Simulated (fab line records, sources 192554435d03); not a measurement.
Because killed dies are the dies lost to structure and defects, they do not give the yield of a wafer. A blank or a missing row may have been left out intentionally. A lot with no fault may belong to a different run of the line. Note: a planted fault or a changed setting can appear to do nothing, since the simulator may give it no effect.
Split-lot study || flow n5 finfet || 21 wafers read from 7 lots, route of 1938 steps

THE SPLIT
At N5_BEOL_M15_TRENCH_ETCH_34 (etches SiO2 in C4F8/O2/Ar, target depth 872.93 nm, time 199 s), the setting bias w was moved away from the recipe's 2040 W on 8 of the 21 wafers read, by -15.9% to +8.5%. The other wafers ran this setting at the recipe's value.

FROM THE SPLIT TO THE READING: what the file shows between them, 6 steps
- N5_BEOL_M15_SPUTTER_45: material Cu, target thk 100 nm, time 16.67 s (also split here: time s)
- N5_BEOL_M15_ECD_47: material Cu, target thk 1860 nm
- N5_BEOL_M15_ANNEAL_48: time 90 s
- N5_BEOL_M15_CMP_49: polishes, stops on SiO2, t overpolish 4.9 s, target thk 850 nm
- N5_BEOL_M15_PRE_CLEAN_52: time 15 s
- N5_BEOL_M15_DEP_53: deposits SiCN from 3MS/NH3, target thk 50 nm, time 17.8 s

THE READING
M15_RS, in ohm/sq, at N5_BEOL_M15_RS_MEAS_54 (measures by four-point-probe). A value of 0.0216 ohm/sq with a standard deviation of 0.00035 ohm/sq is what fault-free wafers of this fab line usually give.

{"wafer": "L078.1", "tool, chamber at the split": "rie diel-06, 2", "bias w as run, W": 1716, "against the recipe": "-15.9%", "M15_RS, ohm/sq": 0.0229, "against lot-mates on the recipe": "+0.0010"}
{"wafer": "L078.2", "tool, chamber at the split": "rie diel-06, 3", "bias w as run, W": 2040, "against the recipe": "recipe", "M15_RS, ohm/sq": 0.0220, "against lot-mates on the recipe": "-"}
{"wafer": "L078.6", "tool, chamber at the split": "rie diel-06, 1", "bias w as run, W": 2040, "against the recipe": "recipe", "M15_RS, ohm/sq": 0.0218, "against lot-mates on the recipe": "-"}
{"wafer": "L079.4", "tool, chamber at the split": "rie diel-05, 0", "bias w as run, W": 2040, "against the recipe": "recipe", "M15_RS, ohm/sq": 0.0221, "against lot-mates on the recipe": "-"}
{"wafer": "L079.5", "tool, chamber at the split": "rie diel-05, 2", "bias w as run, W": 2040, "against the recipe": "recipe", "M15_RS, ohm/sq": 0.0220, "against lot-mates on the recipe": "-"}
{"wafer": "L079.6", "tool, chamber at the split": "rie diel-05, 3", "bias w as run, W": 2040, "against the recipe": "recipe", "M15_RS, ohm/sq": 0.0222, "against lot-mates on the recipe": "-"}
{"wafer": "L082.2", "tool, chamber at the split": "rie diel-02, 2", "bias w as run, W": 2040, "against the recipe": "recipe", "M15_RS, ohm/sq": 0.0214, "against lot-mates on the recipe": "-"}
{"wafer": "L082.4", "tool, chamber at the split": "rie diel-02, 0", "bias w as run, W": 2040, "against the recipe": "recipe", "M15_RS, ohm/sq": 0.0218, "against lot-mates on the recipe": "-"}
{"wafer": "L082.6", "tool, chamber at the split": "rie diel-02, 0", "bias w as run, W": 2040, "against the recipe": "recipe", "M15_RS, ohm/sq": 0.0220, "against lot-mates on the recipe": "-"}
{"wafer": "L088.2", "tool, chamber at the split": "rie diel-02, 2", "bias w as run, W": 2213, "against the recipe": "+8.5%", "M15_RS, ohm/sq": 0.0206, "against lot-mates on the recipe": -0.0007}
{"wafer": "L088.5", "tool, chamber at the split": "rie diel-02, 1", "bias w as run, W": 2213, "against the recipe": "+8.5%", "M15_RS, ohm/sq": 0.0206, "against lot-mates on the recipe": -0.0007}
{"wafer": "L088.6", "tool, chamber at the split": "rie diel-02, 0", "bias w as run, W": 2040, "against the recipe": "recipe", "M15_RS, ohm/sq": 0.0213, "against lot-mates on the recipe": "-"}
{"wafer": "L090.2", "tool, chamber at the split": "rie diel-06, 3", "bias w as run, W": 1837, "against the recipe": "-10.0%", "M15_RS, ohm/sq": 0.0227, "against lot-mates on the recipe": "+0.0013"}
{"wafer": "L090.3", "tool, chamber at the split": "rie diel-06, 2", "bias w as run, W": 2040, "against the recipe": "recipe", "M15_RS, ohm/sq": 0.0214, "against lot-mates on the recipe": "-"}
{"wafer": "L090.6", "tool, chamber at the split": "rie diel-06, 2", "bias w as run, W": 1837, "against the recipe": "-10.0%", "M15_RS, ohm/sq": 0.0221, "against lot-mates on the recipe": "+0.0007"}
{"wafer": "L092.1", "tool, chamber at the split": "rie diel-06, 0", "bias w as run, W": 2145, "against the recipe": "+5.1%", "M15_RS, ohm/sq": 0.0208, "against lot-mates on the recipe": -0.0008}
{"wafer": "L092.5", "tool, chamber at the split": "rie diel-06, 2", "bias w as run, W": 2040, "against the recipe": "recipe", "M15_RS, ohm/sq": 0.0213, "against lot-mates on the recipe": "-"}
{"wafer": "L092.6", "tool, chamber at the split": "rie diel-06, 3", "bias w as run, W": 2040, "against the recipe": "recipe", "M15_RS, ohm/sq": 0.0218, "against lot-mates on the recipe": "-"}
{"wafer": "L094.3", "tool, chamber at the split": "rie diel-02, 3", "bias w as run, W": 2040, "against the recipe": "recipe", "M15_RS, ohm/sq": 0.0214, "against lot-mates on the recipe": "-"}
{"wafer": "L094.5", "tool, chamber at the split": "rie diel-02, 3", "bias w as run, W": 1754, "against the recipe": "-14.0%", "M15_RS, ohm/sq": 0.0224, "against lot-mates on the recipe": "+0.0010"}
{"wafer": "L094.6", "tool, chamber at the split": "rie diel-02, 2", "bias w as run, W": 1754, "against the recipe": "-14.0%", "M15_RS, ohm/sq": 0.0223, "against lot-mates on the recipe": "+0.0009"}

FIT RESULTS
A straight line over all 21 wafers: M15_RS changes by -7.75e-05 ohm/sq for each +1% of bias w; r = -0.84; the points scatter about the line by 0.00035 ohm/sq.
The same after taking each lot's own level away (the mean of its wafers on the recipe; 21 wafers): -7.81e-05 ohm/sq for each +1%; r = -0.93; scatter 0.00021 ohm/sq.
On that fit, the largest move of bias w shifts the reading by 0.0012 ohm/sq.
Across the lots, their own levels run from 0.02130 to 0.02210 ohm/sq, a range of 2.3 times the standard deviation given above.
So the lot-to-lot level changes the slope little: the two slopes agree.
Check: for one of the wafers moved furthest among these (-15.9%), held out of the fit, the line's prediction against its lot-mates is +0.00129 ohm/sq. It came out at +0.001 ohm/sq against them.
Tool readings at the split's step, against how far the setting was moved: rf vpp V r = +0.99.

FURTHER SPLITS ON THESE WAFERS
Other splits were also applied to these wafers ahead of the reading. Each is held against what the fit with the lots' levels taken away leaves over:
{"other split on the same wafers": "N5_BEOL_M15_COAT_04 spin rpm", "wafers away from the commonest value": 6, "r with M15_RS (lot level and that fit taken away)": -0.04}
{"other split on the same wafers": "N5_BEOL_M15_SPUTTER_45 time s", "wafers away from the commonest value": 4, "r with M15_RS (lot level and that fit taken away)": "+0.00"}

THE WHOLE CHAIN: every reading that the file lists as answering this split, in the file's order
{"step": "N5_BEOL_M15_TRENCH_ETCH_34", "what it does": "etches SiO2 in C4F8/O2/Ar, target depth 872.93 nm, time 199 s", "reading": "rf vpp V", "change (the file's fit)": "+16 V for each +1% of the setting", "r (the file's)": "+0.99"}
{"step": "N5_BEOL_M15_TRENCH_ETCH_34", "what it does": "etches SiO2 in C4F8/O2/Ar, target depth 872.93 nm, time 199 s", "reading": "etch.depth nm (the simulator's own value, which no gauge read)", "change (the file's fit)": "+2.84 nm for each +1% of the setting", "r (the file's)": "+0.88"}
{"step": "N5_BEOL_M15_CMP_49", "what it does": "polishes, stops on SiO2, t overpolish 4.9 s, target thk 850 nm", "reading": "Cu_of_BEOL_M15_ECD_47.thk nm (the simulator's own value, which no gauge read)", "change (the file's fit)": "+2.87 nm for each +1% of the setting", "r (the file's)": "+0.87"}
{"step": "N5_BEOL_M15_RS_MEAS_54", "what it does": "measures by four-point-probe", "reading": "M15_RS", "change (the file's fit)": "-7.68e-05 for each +1% of the setting", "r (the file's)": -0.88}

THE FILE'S OWN FIT
M15_RS changes by -7.68e-05 ohm/sq for each +1% of bias w, r = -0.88.
